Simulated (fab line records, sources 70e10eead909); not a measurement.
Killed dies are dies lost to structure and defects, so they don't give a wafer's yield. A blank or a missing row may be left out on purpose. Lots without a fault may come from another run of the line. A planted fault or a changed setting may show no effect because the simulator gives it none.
Which tool did it? | flow nand_harc | 24 lots, 72 wafers sampled, at 6 steps of a route of 1302

WHAT THE GAUGES READ, wafer by wafer
The record holds no reading of a measuring or inspecting step that can be judged against a usual standard deviation.

WHICH TOOL RAN EACH LOT (tool, then ch and the chambers of the sampled wafers, then the start)
lot  | NHARC_A_CHANNEL_HOLE_D2_ETCH_24  | NHARC_A_CHANNEL_FILL_D2_ALD_03                 | NHARC_A_CHANNEL_FILL_D2_ALD_15                 | NHARC_A_CHANNEL_FILL_D2_STRIP_29              | NHARC_A_STAIRCASE_DEP_156       | NHARC_A_STAIRCASE_ETCH_13
L074 | har_etch-01 ch 0,1, day 13 09:12 | ald_sin_batch-03 ch 0, day 13 23:07 or earlier | ald_sin_batch-02 ch 0, day 13 23:07            | rie_diel-10 ch 0,2, day 15 18:14 or earlier   | pecvd-02 ch 1,2, day 15 18:14   | rie_diel-11 ch 0,2,3, no start
L075 | har_etch-02 ch 0,1, day 13 17:12 | ald_sin_batch-03 ch 0, day 15 22:26 or earlier | ald_sin_batch-01 ch 0, day 15 22:26 or earlier | rie_diel-04 ch 0,2, day 15 22:26 or earlier   | pecvd-02 ch 0,2, day 15 22:26   | rie_diel-08 ch 1,2, no start
L076 | har_etch-01 ch 0, day 13 19:26   | ald_sin_batch-02 ch 0, day 14 12:45 or earlier | ald_sin_batch-02 ch 0, day 14 12:45            | rie_diel-10 ch 2,3, day 16 05:23 or earlier   | pecvd-01 ch 0,2, day 16 05:23   | rie_diel-08 ch 0,2, no start
L078 | har_etch-01 ch 0,1, day 14 14:55 | ald_sin_batch-01 ch 0, day 17 04:07 or earlier | ald_sin_batch-03 ch 0, day 17 04:07 or earlier | rie_diel-04 ch 0,1,3, day 17 04:07 or earlier | pecvd-01 ch 0,1,2, day 17 04:07 | rie_diel-07 ch 0,1,2, no start
L077 | har_etch-02 ch 0,1, day 14 15:19 | ald_sin_batch-01 ch 0, day 16 16:09 or earlier | ald_sin_batch-03 ch 0, day 16 16:09 or earlier | rie_diel-10 ch 1,2, day 16 16:09              | pecvd-01 ch 0,1,2, day 17 04:17 | rie_diel-11 ch 1,2,3, no start
L079 | har_etch-02 ch 0,1, day 15 13:59 | ald_sin_batch-02 ch 0, day 17 21:35 or earlier | ald_sin_batch-01 ch 0, day 17 21:35 or earlier | rie_diel-13 ch 0,2, day 17 21:35 or earlier   | pecvd-02 ch 1,2, day 17 21:35   | rie_diel-07 ch 0,2,3, no start
L080 | har_etch-01 ch 0,1, day 15 14:53 | ald_sin_batch-02 ch 0, day 17 21:49 or earlier | ald_sin_batch-01 ch 0, day 17 21:49 or earlier | rie_diel-10 ch 2,3, day 17 21:49 or earlier   | pecvd-02 ch 0,1,2, day 17 21:49 | rie_diel-07 ch 0,2,3, no start
L083 | har_etch-01 ch 0,1, day 17 07:38 | ald_sin_batch-01 ch 0, day 19 14:56 or earlier | ald_sin_batch-03 ch 0, day 19 14:56 or earlier | rie_diel-04 ch 0,2, day 19 14:56 or earlier   | pecvd-02 ch 0,1, day 19 14:56   | rie_diel-08 ch 0,2,3, no start
L081 | har_etch-01 ch 0,1, day 17 11:40 | ald_sin_batch-03 ch 0, day 18 02:56 or earlier | ald_sin_batch-02 ch 0, day 18 02:56            | rie_diel-10 ch 0,2, day 19 12:23              | pecvd-01 ch 0,1, day 19 18:40   | rie_diel-11 ch 0,1,2, no start
L082 | har_etch-02 ch 0,1, day 17 13:07 | ald_sin_batch-03 ch 0, day 19 18:35 or earlier | ald_sin_batch-02 ch 0, day 19 18:35 or earlier | rie_diel-04 ch 1,2,3, day 19 18:35 or earlier | pecvd-03 ch 1,2, day 19 18:35   | rie_diel-08 ch 0,1,3, no start
L085 | har_etch-01 ch 0,1, day 18 00:12 | ald_sin_batch-03 ch 0, day 20 04:04 or earlier | ald_sin_batch-02 ch 0, day 20 04:04 or earlier | rie_diel-10 ch 0,3, day 20 04:04 or earlier   | pecvd-01 ch 0,1,2, day 20 04:04 | rie_diel-11 ch 0,1,3, no start
L084 | har_etch-02 ch 0,1, day 18 05:02 | ald_sin_batch-01 ch 0, day 20 12:53 or earlier | ald_sin_batch-01 ch 0, day 20 12:53 or earlier | rie_diel-10 ch 2,3, day 20 12:53 or earlier   | pecvd-02 ch 0,1, day 20 12:53   | rie_diel-08 ch 1,2,3, no start
L086 | har_etch-01 ch 0,1, day 18 12:02 | ald_sin_batch-02 ch 0, day 20 18:41 or earlier | ald_sin_batch-03 ch 0, day 20 18:41 or earlier | rie_diel-10 ch 1,2,3, day 20 18:41 or earlier | pecvd-02 ch 0,1,2, day 20 18:41 | rie_diel-08 ch 0,1,3, no start
L087 | har_etch-01 ch 0,1, day 18 16:11 | ald_sin_batch-02 ch 0, day 20 23:44 or earlier | ald_sin_batch-01 ch 0, day 20 23:44 or earlier | rie_diel-04 ch 0,1,3, day 20 23:44 or earlier | pecvd-03 ch 1,2, day 20 23:44   | rie_diel-11 ch 0,2, no start
L089 | har_etch-02 ch 0,1, day 19 19:04 | ald_sin_batch-03 ch 0, day 22 02:23 or earlier | ald_sin_batch-02 ch 0, day 22 02:23 or earlier | rie_diel-04 ch 1,2, day 22 02:23 or earlier   | pecvd-02 ch 0,1,2, day 22 02:23 | rie_diel-07 ch 0,3, no start
L088 | har_etch-01 ch 0,1, day 19 19:19 | ald_sin_batch-03 ch 0, day 21 19:13 or earlier | ald_sin_batch-02 ch 0, day 21 19:13 or earlier | rie_diel-10 ch 1,2, day 21 19:13              | pecvd-02 ch 0,2, day 22 02:02   | rie_diel-07 ch 0,2,3, no start
L090 | har_etch-02 ch 0,1, day 19 23:14 | ald_sin_batch-01 ch 0, day 22 02:11 or earlier | ald_sin_batch-02 ch 0, day 22 02:11 or earlier | rie_diel-13 ch 0,2,3, day 22 02:11 or earlier | pecvd-02 ch 0,1,2, day 22 02:11 | rie_diel-07 ch 0,1,2, no start
L092 | har_etch-02 ch 0,1, day 20 11:22 | ald_sin_batch-02 ch 0, day 22 09:47 or earlier | ald_sin_batch-02 ch 0, day 22 09:47 or earlier | rie_diel-10 ch 0,1,2, day 22 09:47            | pecvd-02 ch 0,1,2, day 22 15:59 | rie_diel-07 ch 1,2,3, no start
L091 | har_etch-01 ch 0,1, day 20 13:25 | ald_sin_batch-02 ch 0, day 21 01:16 or earlier | ald_sin_batch-02 ch 0, day 21 01:16            | rie_diel-04 ch 1,2,3, day 22 16:03 or earlier | pecvd-01 ch 0,2, day 22 16:03   | rie_diel-07 ch 0,1,3, no start
L093 | har_etch-02 ch 0,1, day 21 13:59 | ald_sin_batch-03 ch 0, day 23 17:34 or earlier | ald_sin_batch-03 ch 0, day 23 17:34 or earlier | rie_diel-13 ch 0,1,3, day 23 17:34 or earlier | pecvd-02 ch 0,1,2, day 23 17:34 | rie_diel-11 ch 1,2, no start
L095 | har_etch-02 ch 0,1, day 22 08:50 | ald_sin_batch-03 ch 0, day 24 07:05 or earlier | ald_sin_batch-02 ch 0, day 24 07:05 or earlier | rie_diel-10 ch 0,1,2, day 24 07:05            | pecvd-03 ch 0,1, day 24 13:30   | rie_diel-07 ch 1,2,3, no start
L094 | har_etch-01 ch 0,1, day 22 09:29 | ald_sin_batch-03 ch 0, day 24 13:23 or earlier | ald_sin_batch-02 ch 0, day 24 13:23 or earlier | rie_diel-04 ch 0,1, day 24 13:23 or earlier   | pecvd-01 ch 0,2, day 24 13:23   | rie_diel-08 ch 2,3, no start
L097 | har_etch-02 ch 0,1, day 22 18:42 | ald_sin_batch-03 ch 0, day 24 22:43 or earlier | ald_sin_batch-02 ch 0, day 24 22:43 or earlier | rie_diel-10 ch 0,2,3, day 24 22:43 or earlier | pecvd-03 ch 0,1,2, day 24 22:43 | rie_diel-11 ch 0,1,2, no start
L096 | har_etch-01 ch 0,1, day 22 19:54 | ald_sin_batch-03 ch 0, day 24 16:14 or earlier | ald_sin_batch-02 ch 0, day 24 16:14 or earlier | rie_diel-04 ch 0,2,3, day 24 16:14            | pecvd-03 ch 0,1,2, day 24 22:31 | rie_diel-07 ch 2,3, no start
- NHARC_A_CHANNEL_HOLE_D2_ETCH_24: etches the open film in C4F8/O2/Ar, time 906.2 s, target depth 1500 nm.
- NHARC_A_CHANNEL_FILL_D2_ALD_03: deposits SiNx, target thk 6 nm, pulse time 60 s, ald cycles 58.
- NHARC_A_CHANNEL_FILL_D2_ALD_15: deposits SiNx, target thk 2 nm, pulse time 60 s, ald cycles 19.
- NHARC_A_CHANNEL_FILL_D2_STRIP_29: strips in O2, time 20 s.
- NHARC_A_STAIRCASE_DEP_156: deposits SiNx, target thk 50 nm.
- NHARC_A_STAIRCASE_ETCH_13: etches the open film in C4F8/O2, target depth 100 nm, time 40.5 s.

WHAT THE TOOLS THEMSELVES READ (means of the sampled wafers that have a number; where no wafer has one, the mark that the record gives instead)
NHARC_A_CHANNEL_HOLE_D2_ETCH_24. Usual: chamber_pressure_mTorr 20.002 mTorr, standard deviation 0.02; drypump_motor_current_A 5.9 A, standard deviation 0.51; oes_air_line_au 1.000 a.u., standard deviation 0.021; showerhead_plenum_p_Torr 3.69 Torr, standard deviation 0.16; throttle_valve_pct 32.234 %, standard deviation 0.01.
lot  | tool        | chamber_pressure_mTorr (mTorr) | drypump_motor_current_A (A) | oes_air_line_au (a.u.) | showerhead_plenum_p_Torr (Torr) | throttle_valve_pct (%) | flag
L074 | har_etch-01 | 19.999                         | 6.1                         | 0.985                  | 3.62                            | 32.238                 |
L075 | har_etch-02 | 20.007                         | 5.8                         | 0.988                  | 3.50                            | 32.233                 |
L076 | har_etch-01 | 19.999                         | 6.5                         | 0.991                  | 3.58                            | 32.228                 |
L078 | har_etch-01 | 20.011                         | 5.7                         | 1.006                  | 3.65                            | 32.232                 |
L077 | har_etch-02 | 20.005                         | 5.8                         | 0.989                  | 3.50                            | 32.231                 |
L079 | har_etch-02 | 19.998                         | 5.8                         | 0.999                  | 3.49                            | 32.239                 |
L080 | har_etch-01 | 19.999                         | 6.1                         | 1.023                  | 3.60                            | 32.224                 |
L083 | har_etch-01 | 20.002                         | 6.1                         | 1.011                  | 3.60                            | 32.242                 |
L081 | har_etch-01 | 19.990                         | 5.7                         | 1.022                  | 3.63                            | 32.239                 |
L082 | har_etch-02 | 20.010                         | 6.0                         | 1.025                  | 3.93                            | 32.243                 |
L085 | har_etch-01 | 19.982                         | 6.1                         | 0.993                  | 3.59                            | 32.236                 |
L084 | har_etch-02 | 20.014                         | 5.8                         | 1.009                  | 3.92                            | 32.239                 |
L086 | har_etch-01 | 20.019                         | 6.1                         | 0.991                  | 3.58                            | 32.232                 |
L087 | har_etch-01 | 19.994                         | 6.1                         | 1.007                  | 3.58                            | 32.238                 |
L089 | har_etch-02 | 20.004                         | 6.1                         | 1.008                  | 3.91                            | 32.241                 |
L088 | har_etch-01 | 19.998                         | 6.1                         | 1.005                  | 3.58                            | 32.232                 |
L090 | har_etch-02 | 20.018                         | 5.8                         | 0.993                  | 3.91                            | 32.233                 |
L092 | har_etch-02 | 20.002                         | 5.8                         | 0.999                  | 3.90                            | 32.236                 |
L091 | har_etch-01 | 19.989                         | 5.7                         | 1.020                  | 3.60                            | 32.232                 |
L093 | har_etch-02 | 19.992                         | 6.1                         | 1.000                  | 3.89                            | 32.243                 |
L095 | har_etch-02 | 20.017                         | 5.8                         | 1.003                  | 3.89                            | 32.233                 |
L094 | har_etch-01 | 20.004                         | 5.7                         | 1.001                  | 3.59                            | 32.232                 |
L097 | har_etch-02 | 20.012                         | 6.0                         | 0.982                  | 3.88                            | 32.227                 |
L096 | har_etch-01 | 20.001                         | 5.7                         | 0.999                  | 3.58                            | 32.240                 |

NHARC_A_CHANNEL_FILL_D2_ALD_03. Usual: precursor_pulse_height_rel 0.998, standard deviation 0.02.
lot  | tool             | precursor_pulse_height_rel | flag
L074 | ald_sin_batch-03 | 1.001                      |
L075 | ald_sin_batch-03 | 1.003                      |
L076 | ald_sin_batch-02 | 0.991                      |
L078 | ald_sin_batch-01 | 1.005                      |
L077 | ald_sin_batch-01 | 0.984                      |
L079 | ald_sin_batch-02 | 1.013                      |
L080 | ald_sin_batch-02 | 1.007                      |
L083 | ald_sin_batch-01 | 0.999                      |
L081 | ald_sin_batch-03 | 1.019                      |
L082 | ald_sin_batch-03 | 0.985                      |
L085 | ald_sin_batch-03 | 0.989                      |
L084 | ald_sin_batch-01 | 1.007                      |
L086 | ald_sin_batch-02 | 0.993                      |
L087 | ald_sin_batch-02 | 1.024                      |
L089 | ald_sin_batch-03 | 0.990                      |
L088 | ald_sin_batch-03 | 0.990                      |
L090 | ald_sin_batch-01 | 0.993                      |
L092 | ald_sin_batch-02 | 0.990                      |
L091 | ald_sin_batch-02 | 0.991                      |
L093 | ald_sin_batch-03 | 0.995                      |
L095 | ald_sin_batch-03 | 0.996                      |
L094 | ald_sin_batch-03 | 0.996                      |
L097 | ald_sin_batch-03 | 0.988                      |
L096 | ald_sin_batch-03 | 0.996                      |

NHARC_A_CHANNEL_FILL_D2_ALD_15. Usual: precursor_pulse_height_rel 1.000, standard deviation 0.02.
lot  | tool             | precursor_pulse_height_rel | flag
L074 | ald_sin_batch-02 | 1.009                      |
L075 | ald_sin_batch-01 | 0.995                      |
L076 | ald_sin_batch-02 | 0.995                      |
L078 | ald_sin_batch-03 | 1.004                      |
L077 | ald_sin_batch-03 | 0.997                      |
L079 | ald_sin_batch-01 | 0.991                      |
L080 | ald_sin_batch-01 | 1.026                      |
L083 | ald_sin_batch-03 | 1.003                      |
L081 | ald_sin_batch-02 | 0.998                      |
L082 | ald_sin_batch-02 | 0.988                      |
L085 | ald_sin_batch-02 | 1.000                      |
L084 | ald_sin_batch-01 | 0.992                      |
L086 | ald_sin_batch-03 | 0.992                      |
L087 | ald_sin_batch-01 | 1.014                      |
L089 | ald_sin_batch-02 | 1.016                      |
L088 | ald_sin_batch-02 | 0.986                      |
L090 | ald_sin_batch-02 | 0.997                      |
L092 | ald_sin_batch-02 | 1.001                      |
L091 | ald_sin_batch-02 | 1.019                      |
L093 | ald_sin_batch-03 | 1.012                      |
L095 | ald_sin_batch-02 | 0.991                      |
L094 | ald_sin_batch-02 | 0.987                      |
L097 | ald_sin_batch-02 | 0.987                      |
L096 | ald_sin_batch-02 | 0.991                      |

NHARC_A_CHANNEL_FILL_D2_STRIP_29. Usual: chamber_pressure_mTorr 60.00 mTorr, standard deviation 0.055; drypump_motor_current_A 5.7 A, standard deviation 0.41; oes_product_au 1.000 a.u., standard deviation 0.0083; rf_vpp_V 57.6 V, standard deviation 0.91; showerhead_plenum_p_Torr 3.47 Torr, standard deviation 0.13; throttle_valve_pct 17.036 %, standard deviation 0.0092.
lot  | tool        | chamber_pressure_mTorr (mTorr) | drypump_motor_current_A (A) | oes_product_au (a.u.) | rf_vpp_V (V) | showerhead_plenum_p_Torr (Torr) | throttle_valve_pct (%) | flag
L074 | rie_diel-10 | 60.02                          | 5.9                         | 1.007                 | 57.9         | 3.49                            | 17.032                 |
L075 | rie_diel-04 | 59.99                          | 5.4                         | 1.006                 | 57.8         | 3.43                            | 17.040                 |
L076 | rie_diel-10 | 60.01                          | 5.3                         | 1.007                 | 57.6         | 3.35                            | 17.037                 |
L078 | rie_diel-04 | 60.03                          | 5.8                         | 1.005                 | 57.6         | 3.53                            | 17.043                 |
L077 | rie_diel-10 | 60.04                          | 5.8                         | 0.998                 | 57.6         | 3.43                            | 17.039                 |
L079 | rie_diel-13 | 59.98                          | 5.5                         | 0.990                 | 57.5         | 3.35                            | 17.039                 |
L080 | rie_diel-10 | 59.97                          | 5.4                         | 1.010                 | 57.2         | 3.35                            | 17.040                 |
L083 | rie_diel-04 | 60.04                          | 5.4                         | 1.008                 | 57.9         | 3.43                            | 17.035                 |
L081 | rie_diel-10 | 59.98                          | 6.2                         | 0.993                 | 58.9         | 3.53                            | 17.038                 |
L082 | rie_diel-04 | 59.97                          | 5.6                         | 1.006                 | 58.2         | 3.58                            | 17.034                 |
L085 | rie_diel-10 | 60.03                          | 6.1                         | 0.996                 | 57.1         | 3.48                            | 17.031                 |
L084 | rie_diel-10 | 60.00                          | 5.4                         | 0.993                 | 57.4         | 3.35                            | 17.037                 |
L086 | rie_diel-10 | 59.99                          | 5.6                         | 0.992                 | 57.6         | 3.39                            | 17.030                 |
L087 | rie_diel-04 | 59.96                          | 5.8                         | 0.996                 | 57.5         | 3.53                            | 17.037                 |
L089 | rie_diel-04 | 59.99                          | 5.4                         | 1.003                 | 57.3         | 3.48                            | 17.035                 |
L088 | rie_diel-10 | 59.96                          | 5.7                         | 1.008                 | 57.4         | 3.44                            | 17.033                 |
L090 | rie_diel-13 | 59.93                          | 5.6                         | 1.003                 | 56.5         | 3.38                            | 17.028                 |
L092 | rie_diel-10 | 60.03                          | 6.0                         | 0.999                 | 57.5         | 3.48                            | 17.020                 |
L091 | rie_diel-04 | 60.05                          | 5.6                         | 1.003                 | 57.4         | 3.58                            | 17.031                 |
L093 | rie_diel-13 | 60.00                          | 5.3                         | 0.997                 | 58.1         | 3.44                            | 17.034                 |
L095 | rie_diel-10 | 59.99                          | 6.0                         | 1.003                 | 57.4         | 3.48                            | 17.043                 |
L094 | rie_diel-04 | 59.98                          | 5.6                         | 1.006                 | 57.5         | 3.43                            | 17.034                 |
L097 | rie_diel-10 | 60.04                          | 5.8                         | 0.998                 | 57.2         | 3.44                            | 17.031                 |
L096 | rie_diel-04 | 59.97                          | 5.6                         | 0.999                 | 57.9         | 3.53                            | 17.044                 |

NHARC_A_STAIRCASE_DEP_156. Usual: heater_power_w 693 W, standard deviation 79; showerhead_vpp_V 1352 V, standard deviation 78.
lot  | tool     | heater_power_w (W) | showerhead_vpp_V (V) | flag
L074 | pecvd-02 | 679                | 1341                 |
L075 | pecvd-02 | 621                | 1435                 |
L076 | pecvd-01 | 596                | 1314                 |
L078 | pecvd-01 | 675                | 1332                 |
L077 | pecvd-01 | 733                | 1345                 |
L079 | pecvd-02 | 637                | 1347                 |
L080 | pecvd-02 | 741                | 1355                 |
L083 | pecvd-02 | 796                | 1294                 |
L081 | pecvd-01 | 733                | 1333                 |
L082 | pecvd-03 | 593                | 1363                 |
L085 | pecvd-01 | 729                | 1333                 |
L084 | pecvd-02 | 733                | 1352                 |
L086 | pecvd-02 | 721                | 1362                 |
L087 | pecvd-03 | 577                | 1347                 |
L089 | pecvd-02 | 745                | 1362                 |
L088 | pecvd-02 | 697                | 1451                 |
L090 | pecvd-02 | 736                | 1362                 |
L092 | pecvd-02 | 719                | 1361                 |
L091 | pecvd-01 | 657                | 1305                 |
L093 | pecvd-02 | 678                | 1353                 |
L095 | pecvd-03 | 659                | 1379                 |
L094 | pecvd-01 | 655                | 1331                 |
L097 | pecvd-03 | 609                | 1342                 |
L096 | pecvd-03 | 682                | 1362                 |

NHARC_A_STAIRCASE_ETCH_13. Usual: chamber_pressure_mTorr 25.002 mTorr, standard deviation 0.022; oes_product_au 0.939 a.u., standard deviation 0.014; rf_vpp_V 894.4 V, standard deviation 2.9.
lot  | tool        | chamber_pressure_mTorr (mTorr) | oes_product_au (a.u.) | rf_vpp_V (V) | flag
L074 | rie_diel-11 | 24.981                         | 0.946                 | 895.0        |
L075 | rie_diel-08 | 25.005                         | 0.945                 | 894.7        |
L076 | rie_diel-08 | 25.006                         | 0.944                 | 893.6        |
L078 | rie_diel-07 | 25.020                         | 0.953                 | 896.0        |
L077 | rie_diel-11 | 25.014                         | 0.939                 | 894.2        |
L079 | rie_diel-07 | 25.004                         | 0.938                 | 896.6        |
L080 | rie_diel-07 | 24.993                         | 0.937                 | 897.0        |
L083 | rie_diel-08 | 25.009                         | 0.941                 | 895.1        |
L081 | rie_diel-11 | 25.003                         | 0.945                 | 893.6        |
L082 | rie_diel-08 | 25.016                         | 0.946                 | 894.3        |
L085 | rie_diel-11 | 25.027                         | 0.944                 | 895.0        |
L084 | rie_diel-08 | 25.013                         | 0.943                 | 893.9        |
L086 | rie_diel-08 | 25.009                         | 0.929                 | 893.4        |
L087 | rie_diel-11 | 25.017                         | 0.920                 | 893.5        |
L089 | rie_diel-07 | 25.020                         | 0.922                 | 892.6        |
L088 | rie_diel-07 | 24.993                         | 0.928                 | 896.1        |
L090 | rie_diel-07 | 25.003                         | 0.937                 | 895.9        |
L092 | rie_diel-07 | 25.012                         | 0.948                 | 895.8        |
L091 | rie_diel-07 | 25.007                         | 0.923                 | 893.0        |
L093 | rie_diel-11 | 25.002                         | 0.925                 | 891.7        |
L095 | rie_diel-07 | 25.014                         | 0.950                 | 896.0        |
L094 | rie_diel-08 | 25.004                         | 0.947                 | 891.9        |
L097 | rie_diel-11 | 25.012                         | 0.946                 | 892.2        |
L096 | rie_diel-07 | 24.983                         | 0.957                 | 895.8        |

THE ANSWER, worked out from the rows above alone
Rule: a lot is off if the mean of its wafers that have a number lies more than 3 standard deviations from the usual mean. A lot without any number at a reading at which 4 lots or more have one is off too. The other lots that the step has rows for count as sound. The gauges are gone through in route order, then the tools' own readings, and for those a lot's mean is taken as printed above. The first step at which some lot is off is used, and at that step the reading that is off furthest; a lot without a number counts as furthest.
No lot is off at any reading shown: from this, nothing can be told.

WHAT THE SIMULATOR HAD PUT IN
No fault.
